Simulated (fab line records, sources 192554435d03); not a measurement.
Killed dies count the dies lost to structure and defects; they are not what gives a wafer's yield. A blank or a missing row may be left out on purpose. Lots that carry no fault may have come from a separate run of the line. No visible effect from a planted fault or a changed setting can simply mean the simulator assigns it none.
A struck lot beside a sound one / flow n5_finfet / 16 steps out of a route of 1938
Sound: wafers L677.1, L677.5, L677.6. The struck wafers were L687.4, L687.5, L687.6. The cause is named last.
Order at every step that has rows: each side's tool, ch and its chambers, its first start. Under that, the readings that differ: sound wafers / struck wafers / difference of the means / sigmas: that difference in standard deviations of wafers without a fault.
alike: readings whose means differ by less than 2 such deviations, and words and numbers that are the same on both sides. not compared: withheld readings, readings that some wafer has no value for, bounds like >300 that may hide the same value, and numbers for which the record gives no deviation and whose values overlap.
Wherever a step has rows on one side only, a row that says differs or no value, or a row with sigmas, the two part there. Numbers that have no deviation but don't overlap get no sigmas and don't part them. Lack of a reading on every wafer of one side parts them only where that side has two or more wafers.

first, 7 steps without rows for these wafers: N5_ZERO_LAYER_COAT_05 (resist thk 1000 nm); N5_ZERO_LAYER_EBR_07; N5_ZERO_LAYER_SOFTBAKE_06 (time 90 s); N5_ZERO_LAYER_EXPOSE_08 (exposes mask ZERO, defocus 0 nm, target cd 2000 nm); N5_ZERO_LAYER_PEB_09; N5_ZERO_LAYER_DEVELOP_10 (develop time 60 s); N5_ZERO_LAYER_HARDBAKE_23 (time 120 s).
N5_ZERO_LAYER_CD_MEAS_11 targets a cd of 2000 nm.
  sound on cd_sem-02 ch 0, day 3 06:40; struck on cd_sem-01 ch 0, day 5 18:46
  alike: cd_nm
N5_ZERO_LAYER_DESCUM_16: chemistry O2, time 7.9 s.
  sound on rie_diel-05 ch 0,1,2, day 3 06:43; struck on rie_diel-04 ch 0,1,3, day 5 18:49
  alike: chamber_pressure_mTorr, drypump_motor_current_A, oes_product_au, rf_vpp_V, showerhead_plenum_p_Torr, throttle_valve_pct
  not compared: rf_hours_counter_h
N5_ZERO_LAYER_ETCH_17: etches SiO2 in CF4, target depth 12 nm, time 13.3 s.
  sound on rie_diel-05 ch 0,1,2, day 3 06:45; struck on rie_diel-04 ch 0,1,3, day 5 18:52
  alike: chamber_pressure_mTorr, drypump_motor_current_A, oes_product_au, rf_vpp_V, showerhead_plenum_p_Torr, throttle_valve_pct
  not compared: rf_hours_counter_h
N5_ZERO_LAYER_ETCH_18: etches Si in HBr/Cl2, target depth 120 nm, time 40 s.
  sound on rie_si-04 ch 1,2,3, day 3 06:49; struck on rie_si-06 ch 0,1,2, day 5 18:55
  alike: chamber_pressure_mTorr, drypump_motor_current_A, he_backside_leak_sccm, mfc_cl2_sccm, oes_product_au, throttle_valve_pct
  not compared: rf_hours_counter_h
N5_ZERO_LAYER_STRIP_24: strips in O2.
  sound on plasma_asher-02 ch 0,1, day 3 06:55; struck on plasma_asher-01 ch 0,1, day 5 19:02
  alike: chamber_pressure_mTorr, drypump_motor_current_A, heater_power_w, oes_product_au, strip_time_to_endpoint_s
  not compared: rf_hours_counter_h
N5_ZERO_LAYER_STRIP_19: strips in SPM, time 900 s.
  sound on wet_bench-04 ch 2,3,7, day 3 07:01; struck on wet_bench-04 ch 1,4,5, day 5 19:06
  no value came back on the struck wafers for bath_guard_temp_C (C), bath_heat_duty_pct (%); on the sound wafers bath_guard_temp_C (C) reads 129.6 129.6 130.4
N5_ZERO_LAYER_INSPECT_20: inspects for defects (darkfield).
  struck on defect_inspect-01, day 5 19:23; sound on defect_inspect-02, day 3 07:19
  alike: raw_defect_count
-- here the record skips 7 days between the struck wafers' starts before and after, leaving off in module ZERO_LAYER and picking up in module BEOL_M4 (first step shown: number 1111 of the route) --
N5_BEOL_M4_RC_MEAS_101:
  sound on prober-02 ch 0, day 10 07:35; struck on prober-02 ch 0, day 12 21:28
  alike: DIBL_N, DIBL_P, IOFF_N, IOFF_P, ION_N, ION_P, SS_N, SS_P, VT_N, VT_P
-- record jumps: 5 days separate the struck wafers' starts on either side; left off in module BEOL_M4, taken up again in module PASSIVATION, whose first shown step is the route's number 1936 --
N5_PASSIVATION_PROBE_49:
  struck on prober-02, day 17 10:39; sound on prober-01, day 14 13:55
  alike: defect_limited_yield, killed_at_M0_to_M3, killed_at_M4_up, killed_at_contacts, killed_at_front_end, killed_at_other, killed_dies, killed_open, killed_short, sort_bin_5_function, sort_bin_6_memory, sort_n_pass, sort_yield_pct

== WHERE THEY PART ==
N5_ZERO_LAYER_STRIP_19 only, going by this record. Later steps at which nothing parts them and some readings are alike: N5_ZERO_LAYER_INSPECT_20, N5_BEOL_M4_RC_MEAS_101, N5_PASSIVATION_PROBE_49.

WHY: what had been put in by the simulator
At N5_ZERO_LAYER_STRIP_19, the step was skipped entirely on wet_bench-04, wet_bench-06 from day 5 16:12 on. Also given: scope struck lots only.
